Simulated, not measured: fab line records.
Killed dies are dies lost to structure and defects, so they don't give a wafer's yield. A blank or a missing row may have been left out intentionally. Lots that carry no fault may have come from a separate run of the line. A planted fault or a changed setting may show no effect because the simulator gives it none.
fab line records    flow n5_finfet
[record] lots = 6  wafers = 18  last_day = 18
route steps=1938 shown MOL_CONTACT_COAG@569 PASSIVATION@1936
lots that met no fault: taken from a fault-free run of the same line
start_h: the number of hours between the record's first day and the start of the first shown wafer of the lot    wait_h: hours from the lot's prior step to this one    " unchanged from the row above    L1.1+2: one row covering several wafers at once    - value missing, or start not given    * or withheld: withheld    < > ~ a bound
route shown NAME@n: names a module that has steps shown in the file, with the first one's number in the route    usual: mean/standard deviation of fault-free wafers    same: alike in all rows    chamber/n: place in a boat    sites: the reading at each site    _std_site: standard deviation of those values    _edge_site: the outer-site mean with the inner-site mean subtracted    radius_mm: for every site, how far away it sits from the centre of the wafer    mask NAME#n: copy n    behind: the tool/chamber that last shaped the wafer    hold: why the lot went on hold/how many hours it stayed there/how the hold came to an end    device: the n, p or np transistor that did not switch    end of line: at the end of the route, the tests of the same wafers    step lacking rows: just its recipe    killed: the dies lost at the first sort to structure and to defects; this is not the yield of the wafer    map: a wafer's dies, x killed, . not, _ none there
set.NAME: the setting the step ran with; set.NAME@STEP: the setting that earlier step ran with    model.NAME: the simulator's own value behind a step, which no gauge read
a table for each step, a row for each wafer; lots at some steps of the route
services: a tool's chamber out of use, with start hour (start_h, from the record's first day; less than 0 if before it), hours out, and reason
[[steps]]
[step N5_MOL_CONTACT_COAG_SOFTBAKE_79]
[recipe] temp_c = 110  time_s = 60  resist = CAR-EUV
[step N5_MOL_CONTACT_COAG_EXPOSE_81]
[recipe] mask_id = VG  na = 0.33  source_shape = annular  sigma_inner = 0.3  sigma_outer = 0.7  polarization = unpolarized  defocus_nm = 0  dose_mj = 59.5
[step N5_MOL_CONTACT_COAG_PEB_82]
[recipe] peb_temp_c = 100  peb_time_s = 60  resist = CAR-EUV
[step N5_MOL_CONTACT_COAG_DEVELOP_83]
[recipe] develop_time_s = 30  developer = TMAH  resist = CAR-EUV  rinse_liquid = surfactant_rinse  dry = air_spin  dev_temp_c = 23
[step N5_MOL_CONTACT_COAG_CD_MEAS_84]
[recipe] target_cd_nm = 25.1  landing_energy_ev = 500  detector = se_inlens  polarity = opening
[usual] cd_nm = 25.12/0.28
lot.wafer  tool       chamber  start_h  wait_h  cd_nm
L128.1     cd_sem-01  0        144.58   -       24.55
L128.5     "          0        "        "       24.95
L128.6     "          0        "        "       24.97
L130.1     cd_sem-02  0        162.48   -       25.09
L130.2     "          0        "        "       25.15
L130.5     "          0        "        "       25.09
L134.2     cd_sem-03  0        183.41   -       24.80
L134.3     "          0        "        "       24.91
L134.6     "          0        "        "       24.98
L135.2     cd_sem-01  0        185.69   -       25.07
L135.3     "          0        "        "       25.33
L135.5     "          0        "        "       24.59
L137.1     cd_sem-02  0        199.99   -       24.90
L137.4     "          0        "        "       25.30
L137.6     "          0        "        "       25.21
L142.1     cd_sem-01  0        233.69   -       25.29
L142.2     "          0        "        "       25.15
L142.3     "          0        "        "       25.05
[step N5_MOL_CONTACT_COAG_OVL_MEAS_85]
[recipe] points_per_wafer = 522
[usual] VG_OVL = -0.5/0.81
lot.wafer  tool        chamber  start_h  wait_h  VG_OVL[nm]
L128.1     overlay-02  0        144.61   0.0     -1.0
L128.5     "           0        "        "       -0.1
L128.6     "           0        "        "       -0.9
L130.1     overlay-02  0        162.51   0.0     -0.8
L130.2     "           0        "        "       -0.6
L130.5     "           0        "        "       -1.4
L134.2     overlay-02  0        183.45   0.0     -0.7
L134.3     "           0        "        "       -0.9
L134.6     "           0        "        "       -1.2
L135.2     overlay-02  0        185.73   0.0     1.5
L135.3     "           0        "        "       0.0
L135.5     "           0        "        "       1.0
L137.1     overlay-01  0        200.02   0.0     -1.5
L137.4     "           0        "        "       -0.7
L137.6     "           0        "        "       -0.9
L142.1     overlay-01  0        233.73   0.0     0.4
L142.2     "           0        "        "       0.6
L142.3     "           0        "        "       0.3
[step N5_MOL_CONTACT_COAG_INSPECT_57]
[recipe] mode = adi  inspect_instrument = brightfield
[usual] raw_defect_count = 212/46
lot.wafer  tool               chamber  start_h  wait_h  raw_defect_count
L128.1     defect_inspect-01  -        144.67   0.1     202
L128.5     "                  -        "        "       188
L128.6     "                  -        "        "       280
L130.1     defect_inspect-02  -        162.57   0.1     268
L130.2     "                  -        "        "       287
L130.5     "                  -        "        "       330
L134.2     defect_inspect-01  -        183.50   0.0     221
L134.3     "                  -        "        "       174
L134.6     "                  -        "        "       128
L135.2     defect_inspect-02  -        185.78   0.0     187
L135.3     "                  -        "        "       166
L135.5     "                  -        "        "       230
L137.1     defect_inspect-01  -        200.07   0.1     226
L137.4     "                  -        "        "       235
L137.6     "                  -        "        "       237
L142.1     defect_inspect-01  -        233.78   0.1     145
L142.2     "                  -        "        "       269
L142.3     "                  -        "        "       183
[step N5_MOL_CONTACT_COAG_DESCUM_88]
[recipe] chemistry = O2  time_s = 7  source_power_w = 50  bias_power_w = 20  pressure_mtorr = 20  rf_frequency_hz = 2.712e+07  temp_c = 40  resist = CAR-EUV  o2_flow_sccm = 225
[usual] drypump_motor_current_A = 5.9/0.47  o2_flow_sccm = 225.0/0.72  oes_product_au = 0.77/0.077  rf_vpp_V = 243.1/1.5  showerhead_plenum_p_Torr = 2.10/0.069  throttle_valve_pct = 20.38/0.19
lot.wafer  tool         chamber  start_h  wait_h  drypump_motor_current_A  o2_flow_sccm  oes_product_au  rf_hours_counter_h  rf_vpp_V  showerhead_plenum_p_Torr  throttle_valve_pct
L128.1     rie_diel-02  2        144.70   0.0     5.9                      225.9         0.71            228                 242.7     2.06                      20.40
L128.5     "            3        "        "       6.8                      225.1         0.69            -                   242.8     2.05                      20.81
L128.6     "            0        "        "       5.8                      225.2         0.72            -                   241.1     2.02                      20.38
L130.1     rie_diel-04  2        162.66   0.1     5.9                      224.6         0.85            68                  245.5     2.19                      20.30
L130.2     "            3        "        "       5.8                      224.6         0.68            241                 241.0     1.98                      20.21
L130.5     "            1        "        "       5.8                      225.7         0.70            -                   243.5     2.14                      20.49
L134.2     rie_diel-04  0        183.54   0.0     5.9                      225.0         0.87            43                  244.0     2.21                      20.52
L134.3     "            3        "        "       5.8                      224.6         0.68            252                 241.2     1.98                      20.23
L134.6     "            3        "        "       5.8                      225.3         0.67            -                   240.4     1.98                      20.24
L135.2     rie_diel-06  0        185.95   0.2     6.4                      225.3         0.74            138                 242.5     2.09                      20.17
L135.3     "            2        "        "       4.9                      226.1         0.71            218                 243.1     2.09                      20.56
L135.5     "            0        "        "       6.4                      224.5         0.74            -                   243.7     2.09                      20.18
L137.1     rie_diel-06  1        200.38   0.3     5.8                      224.6         0.80            98                  239.1     2.04                      20.29
L137.4     "            0        "        "       6.4                      224.5         0.74            143                 242.2     2.09                      20.19
L137.6     "            1        "        "       5.8                      223.9         0.80            -                   242.3     2.04                      20.26
L142.1     rie_diel-02  1        233.82   0.0     6.4                      224.6         0.82            75                  243.1     2.12                      20.48
L142.2     "            3        "        "       6.8                      225.2         0.67            255                 242.1     2.04                      20.86
L142.3     "            0        "        "       5.8                      225.5         0.70            201                 242.3     2.01                      20.45
[step N5_MOL_CONTACT_COAG_ETCH_89]
[recipe] chemistry = N2/H2  target = underlayer  target_depth_a = 130  mask_material = CAR-EUV  time_s = 10.4  ion_energy_ev = 200  pressure_mtorr = 30  source_w = 840  bias_w = 150  n2_flow_sccm = 200  h2_flow_sccm = 200  ends = cleared
[usual] drypump_motor_current_A = 5.9/0.48  etch_rf_on_time_s = 10.60/0.28  oes_product_au = 0.66/0.063  rf_vpp_V = 524.1/2.5  showerhead_plenum_p_Torr = 2.55/0.096  throttle_valve_pct = 17.84/0.22
lot.wafer  tool         chamber  start_h  wait_h  drypump_motor_current_A  etch_rf_on_time_s  oes_product_au  rf_hours_counter_h  rf_vpp_V  showerhead_plenum_p_Torr  throttle_valve_pct
L128.1     rie_diel-02  2        144.74   0.0     5.9                      10.32              0.61            228                 522.9     2.49                      17.66
L128.5     "            3        "        "       6.8                      10.92              0.57            -                   522.5     2.49                      18.22
L128.6     "            0        "        "       5.8                      10.55              0.63            -                   522.1     2.41                      17.61
L130.1     rie_diel-04  2        162.69   0.0     5.9                      10.42              0.71            68                  526.1     2.68                      17.82
L130.2     "            3        "        "       5.8                      10.25              0.59            241                 520.6     2.41                      17.61
L130.5     "            1        "        "       5.9                      11.17              0.58            -                   525.2     2.60                      17.95
L134.2     rie_diel-04  0        183.57   0.0     5.9                      11.04              0.73            43                  527.2     2.71                      18.15
L134.3     "            3        "        "       5.8                      10.35              0.58            252                 519.0     2.40                      17.61
L134.6     "            3        "        "       5.8                      10.21              0.59            -                   519.8     2.40                      17.64
L135.2     rie_diel-06  0        185.99   0.0     6.4                      10.71              0.64            138                 524.2     2.56                      17.82
L135.3     "            2        "        "       4.9                      10.37              0.62            218                 523.9     2.52                      18.10
L135.5     "            0        "        "       6.4                      10.64              0.63            -                   523.3     2.56                      17.84
L137.1     rie_diel-06  1        200.41   0.0     5.8                      10.80              0.68            98                  522.4     2.46                      17.67
L137.4     "            0        "        "       6.4                      10.60              0.64            143                 525.8     2.56                      17.82
L137.6     "            1        "        "       5.8                      10.82              0.67            -                   523.1     2.46                      17.69
L142.1     rie_diel-02  1        233.85   0.0     6.3                      10.69              0.70            75                  525.2     2.56                      17.74
L142.2     "            3        "        "       6.8                      10.87              0.56            255                 522.9     2.48                      18.29
L142.3     "            0        "        "       5.8                      10.76              0.59            201                 520.9     2.40                      17.69
[step N5_MOL_CONTACT_COAG_ETCH_90]
[recipe] chemistry = CF4  target = SiARC  target_depth_a = 130  mask_material = CAR-EUV  time_s = 21.7  ion_energy_ev = 80  pressure_mtorr = 40  source_w = 545  bias_w = 36  Ar_flow_sccm = 100  cf4_flow_sccm = 100  ends = cleared
[usual] drypump_motor_current_A = 5.9/0.48  etch_rf_on_time_s = 22.1/0.63  oes_product_au = 0.66/0.064  rf_vpp_V = 184.1/1.3  showerhead_plenum_p_Torr = 2.15/0.07  throttle_valve_pct = 15.57/0.19
lot.wafer  tool         chamber  start_h  wait_h  drypump_motor_current_A  etch_rf_on_time_s  oes_product_au  rf_hours_counter_h  rf_vpp_V  showerhead_plenum_p_Torr  throttle_valve_pct
L128.1     rie_diel-02  2        144.76   0.0     5.9                      21.6               0.60            228                 182.4     2.14                      15.79
L128.5     "            3        "        "       6.8                      23.0               0.57            -                   183.2     2.11                      16.03
L128.6     "            0        "        "       5.8                      22.2               0.62            -                   183.8     2.04                      15.46
L130.1     rie_diel-04  2        162.71   0.0     6.0                      21.7               0.72            69                  184.6     2.25                      15.54
L130.2     "            3        "        "       5.8                      21.3               0.59            241                 183.7     2.04                      15.54
L130.5     "            1        "        "       5.8                      23.4               0.58            -                   185.5     2.18                      15.75
L134.2     rie_diel-04  0        183.59   0.0     5.9                      22.5               0.73            43                  185.1     2.23                      15.54
L134.3     "            3        "        "       5.8                      20.9               0.59            252                 183.0     2.04                      15.56
L134.6     "            3        "        "       5.8                      21.0               0.59            -                   182.1     2.04                      15.57
L135.2     rie_diel-06  0        186.00   0.0     6.3                      21.9               0.64            138                 183.2     2.16                      15.51
L135.3     "            2        "        "       4.9                      21.8               0.61            218                 183.9     2.12                      15.63
L135.5     "            0        "        "       6.3                      21.9               0.64            -                   183.6     2.16                      15.50
L137.1     rie_diel-06  1        200.43   0.0     5.7                      22.6               0.67            98                  184.4     2.07                      15.44
L137.4     "            0        "        "       6.4                      22.0               0.64            143                 183.5     2.16                      15.49
L137.6     "            1        "        "       5.7                      22.4               0.68            -                   182.6     2.07                      15.43
L142.1     rie_diel-02  1        233.87   0.0     6.3                      22.0               0.70            75                  184.1     2.17                      15.59
L142.2     "            3        "        "       6.8                      22.8               0.56            255                 182.0     2.10                      16.10
L142.3     "            0        "        "       5.8                      22.6               0.60            201                 183.8     2.03                      15.54
[step N5_MOL_CONTACT_COAG_ALD_131]
[recipe] material = SiO2  target_thk_a = 50  temp_c = 100  ald_precursor_family = BDEAS  ald_co_reactant = O2-plasma  pulse_time_s = 1  co_reactant_pulse_time_s = 1  purge_time_s = 2  co_reactant_purge_time_s = 2  ald_cycles = 35  pressure_torr = 2
[usual] heater_power_w = 79/9  precursor_pulse_height_rel = 1.000/0.02
lot.wafer  tool        chamber  start_h  wait_h  heater_power_w  precursor_pulse_height_rel  since_wet_clean_h
L128.1     ald_sin-04  0        144.84   0.1     72              0.998                       137
L128.5     "           0        "        "       72              1.050                       -
L128.6     "           3        "        "       93              1.027                       -
L130.1     ald_sin-04  0        162.79   0.1     72              0.986                       155
L130.2     "           1        "        "       71              0.970                       155
L130.5     "           3        "        "       95              1.003                       -
L134.2     ald_sin-04  3        184.39   0.8     93              1.030                       177
L134.3     "           2        "        "       80              0.987                       177
L134.6     "           2        "        "       77              0.967                       -
L135.2     ald_sin-02  1        186.08   0.1     74              1.045                       283
L135.3     "           3        "        "       71              0.991                       283
L135.5     "           2        "        "       87              0.983                       -
L137.1     ald_sin-03  2        200.51   0.1     76              0.975                       10
L137.4     "           0        "        "       97              1.054                       10
L137.6     "           2        "        "       76              1.005                       -
L142.1     ald_sin-04  1        233.95   0.1     70              0.956                       226
L142.2     "           3        "        "       95              1.007                       226
L142.3     "           2        "        "       78              0.991                       226
[step N5_MOL_CONTACT_COAG_ETCHBACK_132]
[recipe] chemistry = CHF3  target = SiO2  target_depth_a = 100  time_s = 6.7  ion_energy_ev = 200  pressure_mtorr = 30  source_w = 610  bias_w = 170  Ar_flow_sccm = 200  CHF3_flow_sccm = 50
[usual] drypump_motor_current_A = 6.0/0.46  oes_product_au = 0.77/0.075  rf_vpp_V = 520/11  showerhead_plenum_p_Torr = 2.39/0.082  throttle_valve_pct = 18.69/0.23
lot.wafer  tool         chamber  start_h  wait_h  drypump_motor_current_A  oes_product_au  rf_hours_counter_h  rf_vpp_V  showerhead_plenum_p_Torr  throttle_valve_pct
L128.1     rie_diel-06  1        145.02   0.1     5.8                      0.81            71                  521       2.32                      18.50
L128.5     "            1        "        "       5.7                      0.82            -                   518       2.32                      18.50
L128.6     "            2        "        "       4.9                      0.73            -                   508       2.37                      18.73
L130.1     rie_diel-04  1        163.29   0.4     5.8                      0.68            248                 526       2.44                      18.89
L130.2     "            0        "        "       5.9                      0.89            32                  523       2.49                      18.66
L130.5     "            3        "        "       5.8                      0.69            -                   509       2.26                      18.55
L134.2     rie_diel-04  3        184.57   0.1     5.8                      0.68            252                 508       2.26                      18.56
L134.3     "            2        "        "       6.0                      0.83            79                  516       2.50                      18.66
L134.6     "            3        "        "       5.8                      0.68            -                   508       2.26                      18.55
L135.2     rie_diel-06  0        186.40   0.2     6.3                      0.75            138                 524       2.39                      18.53
L135.3     "            2        "        "       4.9                      0.71            218                 509       2.36                      18.76
L135.5     "            1        "        "       5.8                      0.80            -                   521       2.31                      18.53
L137.1     rie_diel-04  0        200.69   0.1     5.9                      0.85            51                  522       2.48                      18.71
L137.4     "            0        "        "       5.9                      0.86            -                   522       2.48                      18.71
L137.6     "            2        "        "       5.9                      0.82            -                   516       2.49                      18.70
L142.1     rie_diel-02  3        234.13   0.1     6.8                      0.66            255                 542       2.34                      19.30
L142.2     "            1        "        "       6.3                      0.81            75                  500       2.43                      18.82
L142.3     "            0        "        "       5.8                      0.70            201                 516       2.24                      18.50
[step N5_MOL_CONTACT_COAG_ETCH_91]
[recipe] chemistry = N2/H2  target = SOC  target_depth_a = 600  overetch_a = 210  mask_material = SiARC  temp_c = 40  time_s = 101.2  ion_energy_ev = 200  pressure_mtorr = 30  source_w = 840  bias_w = 150  n2_flow_sccm = 200  h2_flow_sccm = 200
[usual] drypump_motor_current_A = 6.0/0.47  oes_product_au = 0.65/0.061  rf_vpp_V = 523.9/2.7  showerhead_plenum_p_Torr = 2.55/0.098  throttle_valve_pct = 17.80/0.23
lot.wafer  tool         chamber  start_h  wait_h  drypump_motor_current_A  oes_product_au  rf_hours_counter_h  rf_vpp_V  showerhead_plenum_p_Torr  throttle_valve_pct  model.SiARC_of_MOL_CONTACT_COAG_COAT_76.thk_nm
L128.1     rie_diel-06  1        145.05   0.0     5.8                      0.71            71                  521.7     2.47                      17.60               6
L128.5     "            1        "        "       5.8                      0.70            -                   519.8     2.47                      17.59               6
L128.6     "            2        "        "       4.9                      0.62            -                   523.5     2.53                      18.00               6
L130.1     rie_diel-04  1        163.33   0.0     5.8                      0.59            248                 524.6     2.60                      17.95               6
L130.2     "            0        "        "       5.9                      0.76            32                  528.2     2.72                      18.09               6
L130.5     "            3        "        "       5.8                      0.58            -                   520.9     2.41                      17.59               5.8
L134.2     rie_diel-04  3        184.60   0.0     5.8                      0.57            252                 519.2     2.40                      17.60               6.4
L134.3     "            2        "        "       6.0                      0.69            79                  527.6     2.67                      17.79               6.4
L134.6     "            3        "        "       5.8                      0.57            -                   518.9     2.40                      17.61               6.4
L135.2     rie_diel-06  0        186.44   0.0     6.4                      0.63            138                 524.0     2.56                      17.78               5.8
L135.3     "            2        "        "       4.9                      0.60            219                 521.8     2.52                      18.04               6
L135.5     "            1        "        "       5.8                      0.68            -                   521.0     2.46                      17.64               6
L137.1     rie_diel-04  0        200.72   0.0     5.9                      0.72            51                  527.5     2.71                      18.14               6.6
L137.4     "            0        "        "       5.9                      0.71            -                   527.1     2.71                      18.13               6.6
L137.6     "            2        "        "       6.0                      0.68            -                   527.4     2.67                      17.81               6.4
L142.1     rie_diel-02  3        234.17   0.0     6.8                      0.56            255                 522.7     2.48                      18.27               6
L142.2     "            1        "        "       6.3                      0.69            75                  525.6     2.56                      17.70               6.2
L142.3     "            0        "        "       5.8                      0.60            202                 520.8     2.40                      17.64               6
[step N5_MOL_CONTACT_COAG_STRIP_92]
[recipe] chemistry = N2/H2  temp_c = 40  n2_flow_sccm = 200  h2_flow_sccm = 200  rf_frequency_hz = 6e+07
[step N5_PASSIVATION_PROBE_49]
[usual] killed_at_M0_to_M3 = 32/11  killed_at_M4_up = 12/4.4  killed_at_contacts = 13/6.1  killed_at_front_end = 39/12  killed_at_other = 3.9/3  killed_dies = 100/17  killed_open = 66/12  killed_short = 33/7.4
[same] gross_dies = 1180  killed_at_back_side = 0
lot.wafer  tool       chamber  start_h  wait_h  killed_at_M0_to_M3  killed_at_M4_up  killed_at_contacts  killed_at_front_end  killed_at_other  killed_dies  killed_open  killed_short
L128.1     prober-02  -        331.98   0.0     32                  18               23                  60                   4                137          100          37
L128.5     prober-02  -        332.18   0.2     22                  11               20                  63                   3                119          81           38
L128.6     prober-02  -        332.23   0.3     42                  21               21                  35                   5                124          78           45
// killed by level:class
L128.1 MOL_CONTACT_COAG:geometric_particle:open=20 FIN_SAQP:geometric_particle:open=18 STI_FIN_REVEAL:geometric_particle:open=16 FIN_SAQP:geometric_particle:short=12 BEOL_M4:geometric_particle:open=9 BEOL_M0_SAQP:geometric_particle:short=7 BEOL_M0_SAQP:geometric_particle:open=6 BEOL_M2:geometric_particle:open=6
L128.5 STI_FIN_REVEAL:geometric_particle:open=27 MOL_CONTACT_COAG:geometric_particle:open=15 FIN_SAQP:geometric_particle:open=8 STI_FIN_REVEAL:geometric_particle:short=7 MOL_CONTACT_COAG:geometric_particle:short=5 FIN_SAQP:geometric_particle:short=4 BEOL_M0_SAQP:geometric_particle:short=4 DUMMY_GATE:geometric_particle:open=3
L128.6 MOL_CONTACT_COAG:geometric_particle:open=16 BEOL_M0_SAQP:geometric_particle:open=11 FIN_SAQP:geometric_particle:short=10 BEOL_M0_SAQP:geometric_particle:short=10 BEOL_M4:geometric_particle:open=9 FIN_SAQP:geometric_particle:open=8 BEOL_M1:geometric_particle:open=8 MOL_CONTACT_COAG:geometric_particle:short=5
[[services]]
tool         chamber  start_h  hours  kind
ald_sin-03   -        123.64   3.7    repair
ald_sin-03   -        129.82   1.7    repair
rie_diel-04  -        137.64   1.0    repair
ald_sin-04   3        148.02   13.1   repair
ald_sin-02   -        155.19   0.6    repair
rie_diel-02  -        158.13   14.6   pm
rie_diel-04  1        166.78   -      clean
rie_diel-04  1        166.78   -      consumable_replace:focus_ring
rie_diel-04  1        166.78   21.4   scheduled_down
rie_diel-04  1        166.78   21.4   vent_cycle
ald_sin-03   -        176.92   14.0   pm
rie_diel-04  3        188.31   -      clean
rie_diel-04  3        188.31   -      consumable_replace:focus_ring
rie_diel-04  3        188.31   -      consumable_replace:showerhead
rie_diel-04  3        188.31   15.4   scheduled_down
rie_diel-04  3        188.31   15.4   vent_cycle
rie_diel-06  2        189.17   6.4    repair
rie_diel-06  -        195.09   0.2    repair
ald_sin-03   2        202.10   28.3   repair
rie_diel-02  2        211.37   -      clean
rie_diel-02  2        211.37   -      consumable_replace:focus_ring
rie_diel-02  2        211.37   23.8   scheduled_down
rie_diel-02  2        211.37   23.8   vent_cycle
ald_sin-02   1        211.53   4.4    repair
[[key]]
first_sign none at tools or gauges
[model_effect] step = N5_MOL_CONTACT_COAG_ETCH_91  value = SiARC_of_MOL_CONTACT_COAG_COAT_76.thk_nm  without = 5.867  struck = 6.467
met_at N5_MOL_CONTACT_COAG_ETCH_91
struck_wafers L134.2,L134.3,L134.6,L137.1,L137.4,L137.6
tester_left_out L134,L137
onset_between 163.33 184.60
also_fits N5_MOL_CONTACT_COAG_ETCHBACK_132:rie_diel-04
[fault] kind = process_parameter_drift  tool = rie_diel-04  chamber = -  onset_h = 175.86  steps = N5_MOL_CONTACT_COAG_ETCH_91  channel = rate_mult  offset = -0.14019  shape = step  end_h = 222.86
// tester_left_out: of these lots the tester's yield and bins aren't shown, on N5 and GAA mostly nor the transistor test; their killed dies are dies lost to structure and defects alone, not to doping, threshold or leakage, so they don't give the yield
